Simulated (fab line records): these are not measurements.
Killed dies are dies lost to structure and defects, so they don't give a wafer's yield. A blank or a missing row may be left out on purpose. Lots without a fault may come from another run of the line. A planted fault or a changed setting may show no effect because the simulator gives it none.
One fault through the eyes of 2 desks || flow n5-finfet || numbers are kept per desk, each desk with only its own; the story behind them comes last

## FROM THE METROLOGY DESK
What the gauges read, lot by lot, whatever tool the lot ran on: means of the sampled wafers that have a number. A lot is out of limits, marked OUT, if its mean lies more than 4 standard deviations from the usual mean; the brackets give that distance. Readings shown: 7 of its 10, picked as those furthest out on some lot.
Columns: A = DIBL_P at N5_BEOL_M4_RC_MEAS_101, usual 36.3 mV/V; B = IOFF_P at N5_BEOL_M4_RC_MEAS_101, usual 0.21 nA/um; C = ION_N at N5_BEOL_M4_RC_MEAS_101, usual 673 uA/um; D = ION_P at N5_BEOL_M4_RC_MEAS_101, usual 461 uA/um; E = SS_N at N5_BEOL_M4_RC_MEAS_101, usual 71.5 mV/dec; F = SS_P at N5_BEOL_M4_RC_MEAS_101, usual 73.3 mV/dec; G = VT_P at N5_BEOL_M4_RC_MEAS_101, usual -251 mV
{"lot": "L936", "first seen here": "day 9 21:37", "A": 36.9, "B": 0.26, "C": 685, "D": 475, "E": 71.9, "F": 73.8, "G": -244}
{"lot": "L941", "first seen here": "day 11 09:02", "A": 35.3, "B": 0.20, "C": 667, "D": 459, "E": 71.1, "F": 73.2, "G": -249}
{"lot": "L943", "first seen here": "day 11 15:26", "A": 34.7, "B": 0.16, "C": 668, "D": 453, "E": 70.9, "F": 72.4, "G": -256}
{"lot": "L946", "first seen here": "day 12 22:41", "A": 37.9, "B": 0.23, "C": 683, "D": 468, "E": 71.6, "F": 73.8, "G": -248}
{"lot": "L947", "first seen here": "day 12 23:26", "A": 37.3, "B": 0.23, "C": 685, "D": 469, "E": 71.5, "F": 73.3, "G": -249}
{"lot": "L948", "first seen here": "day 13 02:16", "A": 38.3, "B": 0.27, "C": 687, "D": 481, "E": 71.5, "F": 73.5, "G": -246}
{"lot": "L949", "first seen here": "day 13 05:31", "A": 33.7, "B": 0.18, "C": 663, "D": 453, "E": 71.4, "F": 73.5, "G": -252}
This desk's verdict: no lot among the 7 shows anything out of limits.

## AT THE TOOL OWNER'S DESK: rie-diel-02
The tool's own readings at N5_BEOL_M9_ETCH_66 (etches SOC in N2/H2, target depth 80 nm, overetch 16 nm, time 120 s): means of the sampled wafers that have a number, for each lot that ran on this tool. A lot is out of limits, marked OUT, if its mean lies more than 4 standard deviations from the usual mean; the brackets give that distance.
Columns: A = bias-w at N5_BEOL_M9_ETCH_66, usual 150.0 W; B = chamber-pressure-mTorr at N5_BEOL_M9_ETCH_66, usual 30.000 mTorr; C = drypump-motor-current-A at N5_BEOL_M9_ETCH_66, usual 5.8 A; D = oes-product-au at N5_BEOL_M9_ETCH_66, usual 0.63 a.u.; E = rf-vpp-V at N5_BEOL_M9_ETCH_66, usual 524.5 V; F = showerhead-plenum-p-Torr at N5_BEOL_M9_ETCH_66, usual 2.56 Torr; G = throttle-valve-pct at N5_BEOL_M9_ETCH_66, usual 17.71 %
{"lot": "L936", "first seen here": "day 11 13:24", "A": 149.9, "B": 30.007, "C": 6.0, "D": 0.61, "E": 521.2, "F": 2.44, "G": 17.57}
{"lot": "L947", "first seen here": "day 14 13:59", "A": 150.1, "B": 29.988, "C": 5.7, "D": 0.66, "E": 524.6, "F": 2.58, "G": 17.53}
{"lot": "L946", "first seen here": "day 14 14:25", "A": 149.9, "B": 30.004, "C": 6.2, "D": 0.63, "E": 521.5, "F": 2.46, "G": 17.57}
{"lot": "L948", "first seen here": "day 14 22:23", "A": 149.8, "B": 29.972, "C": 5.7, "D": 0.65, "E": 525.8, "F": 2.58, "G": 17.54}
{"lot": "L949", "first seen here": "day 15 00:07", "A": 150.1, "B": 29.987, "C": 6.0, "D": 0.65, "E": 523.6, "F": 2.54, "G": 17.47}
This desk's verdict: no lot among the 5 shows anything out of limits.

## ALL TOGETHER
The metrology desk saw nothing out of limits.
The desk of the tool owner found nothing out of limits.

## WHAT HAD BEEN PUT IN BY THE SIMULATOR
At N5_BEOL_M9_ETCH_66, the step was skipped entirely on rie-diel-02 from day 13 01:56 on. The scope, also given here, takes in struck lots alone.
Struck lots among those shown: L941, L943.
